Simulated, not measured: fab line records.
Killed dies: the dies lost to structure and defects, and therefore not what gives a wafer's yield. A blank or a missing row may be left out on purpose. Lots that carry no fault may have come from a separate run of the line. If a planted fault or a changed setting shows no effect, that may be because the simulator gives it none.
A lot that was struck, set against a sound lot -- flow n5-finfet -- 38 out of 1938 route steps
Sound: these wafers, L155.1, L155.5, L155.6. Struck: wafer L160.3 (L160.2, L160.4, from the same lot, were not struck and are left out); the cause is given at the end.
At each step with rows: each side's tool, then ch and its chambers, then its first start. Under that, the readings that differ: sound wafers -- struck wafers -- difference of the means -- sigmas: that difference in standard deviations of wafers without a fault.
alike: same words and numbers on both sides, and readings whose means sit less than 2 such deviations apart. not compared: any withheld reading, any reading some wafer has no value for, any bound like >300 that may hide the same value, and any number with overlapping values for which the record gives no deviation.
A row with sigmas, a row that says differs or no value, or rows on one side alone: a step with any of these is where the two part. Non-overlapping numbers with no deviation appear without sigmas and do not part them. A reading missing from all wafers of one side parts the sides only when that side holds two or more wafers.

first, 10 steps without rows for these wafers: N5_PMOS_HMC_CHANNEL_EPI_PRECLEAN_37 (cleans in O3/DIW, time 45 s); N5_PMOS_HMC_CHANNEL_EPI_PRECLEAN_24 (cleans in DHF, time 30 s); N5_PMOS_HMC_CHANNEL_EPI_SRD_25 (time 30 s); N5_PMOS_HMC_CHANNEL_EPI_EPI_26 (deposits Si from SiH4/H2, target thk 3.8 nm, time 22.7 s); N5_FIN_SAQP_PRECLEAN_42 (cleans in O3/DIW, time 60 s); N5_FIN_SAQP_PRECLEAN_00 (cleans in SC1, time 60 s); N5_FIN_SAQP_PRECLEAN_44 (cleans in SC2, time 45 s); N5_FIN_SAQP_SRD_01 (time 30 s); N5_FIN_SAQP_ALD_61 (deposits SiO2, target thk 4 nm, pulse time 1 s, purge time 2 s); N5_FIN_SAQP_DENSIFY_62 (time 60 s).
N5_FIN_SAQP_HM_DEP_03: deposits SiNx from SiH4/NH3/N2, target thk 38 nm, time 33.6 s.
  sound on pecvd-01 ch 0,1, day 3 08:55; struck on pecvd-01 ch 2, day 4 15:57
reading,sound,struck,difference,sigmas
model.SiNx_of_FIN_SAQP_HM_DEP_03.thk-nm (nm),37.85 38.01 37.74,37.26,-0.61,
  alike: heater-power-w, showerhead-plenum-p-Torr, showerhead-vpp-V, throttle-valve-pct
then, 24 steps without rows for these wafers: N5_FIN_SAQP_PECVD_47 (deposits a-Si from SiH4/He, target thk 45 nm, time 36.3 s); N5_FIN_SAQP_PECVD_48 (deposits SiNx from SiH4/NH3/N2, target thk 25 nm, time 22.1 s); N5_FIN_SAQP_PECVD_06 (deposits a-Si from SiH4/He, target thk 60 nm, time 48.1 s); N5_FIN_SAQP_HM_DEP_72 (deposits SiO2 from SiH4/N2O, target thk 12 nm, time 7.2 s); N5_FIN_SAQP_COAT_49 (time 60 s, resist thk 100 nm); N5_FIN_SAQP_COAT_50 (time 60 s, resist thk 35 nm); N5_FIN_SAQP_COAT_10 (resist thk 90 nm); N5_FIN_SAQP_EBR_12; N5_FIN_SAQP_SOFTBAKE_11 (time 60 s); N5_FIN_SAQP_EXPOSE_13 (exposes mask FIN CORE, target cd 35.6 nm); N5_FIN_SAQP_PEB_14 (peb time 60 s); N5_FIN_SAQP_DEVELOP_15 (develop time 30 s); N5_FIN_SAQP_DESCUM_21 (chemistry O2, time 7.9 s); N5_FIN_SAQP_ETCH_51 (etches SiARC in CF4, target depth 45.5 nm, time 75.8 s); N5_FIN_SAQP_ETCH_52 (etches SOC in N2/H2, target depth 100 nm, overetch 20 nm, time 150 s); N5_FIN_SAQP_STRIP_53 (strips in N2/H2); N5_FIN_SAQP_HM_OPEN_73 (chemistry CHF3/O2, target SiO2, stops on a-Si, target depth 12 nm, time 16.8 s); N5_FIN_SAQP_STRIP_74 (strips in CHF3/O2); N5_FIN_SAQP_MANDREL_ETCH_22 (etches a-Si in HBr/Cl2, stops on SiNx, target depth 60 nm, bt time 10 s, time 30 s); N5_FIN_SAQP_STRIP_55 (strips in N2/H2); N5_FIN_SAQP_STRIP_23 (strips in SPM, time 750 s); N5_FIN_SAQP_SRD_66 (time 30 s); N5_FIN_SAQP_RECESS_75 (chemistry HF/NH3, target SiO2, target depth 14.4 nm, afs cycles 3, sublimation time 60 s); N5_FIN_SAQP_SPACER1_ALD_24 (deposits SiO2, target thk 20.3 nm, pulse time 1 s, purge time 2 s).
N5_FIN_SAQP_HM_OPEN_33: chemistry CH3F/O2, target SiNx, target depth 49.4 nm, time 70.6 s.
  sound on rie-diel-01 ch 0,2,3, day 3 14:03; struck on rie-diel-03 ch 2, day 4 20:46
reading,sound,struck,difference,sigmas
throttle-valve-pct (%),16.46 16.27 16.31,16.81,+0.46,+2
model.etch.depth-nm (nm),37.23 37.38 37.11,36.64,-0.60,
  alike: drypump-motor-current-A, etch-rf-on-time-s, oes-product-au, rf-vpp-V, showerhead-plenum-p-Torr
  not compared: rf-hours-counter-h
N5_STI_FIN_REVEAL_RECESS_09: chemistry HF/NH3, target SiO2, afs cycles 11, target depth 42.5 nm, sublimation time 60 s.
  sound on vapor-etch-01 ch 0,1, day 3 22:29; struck on vapor-etch-01 ch 1, day 5 07:01
reading,sound,struck,difference,sigmas
model.SiNx_of_FIN_SAQP_HM_DEP_03.thk-nm (nm),18 18 18,17.8,-0.2,
  alike: drypump-motor-current-A
-- a jump in the record: the struck wafers' starts before and after are 12 days apart (it breaks off in module STI_FIN_REVEAL and resumes in module PASSIVATION, where the first step shown is number 1936 of the route) --
N5_PASSIVATION_PROBE_49:
  only the struck wafers here have rows in the record (prober-02, day 17 00:41); the sound ones have none

WHERE THEY PART
At N5_FIN_SAQP_HM_OPEN_33 first; at N5_PASSIVATION_PROBE_49 last (within this record only).

WHY: what the simulator had put in
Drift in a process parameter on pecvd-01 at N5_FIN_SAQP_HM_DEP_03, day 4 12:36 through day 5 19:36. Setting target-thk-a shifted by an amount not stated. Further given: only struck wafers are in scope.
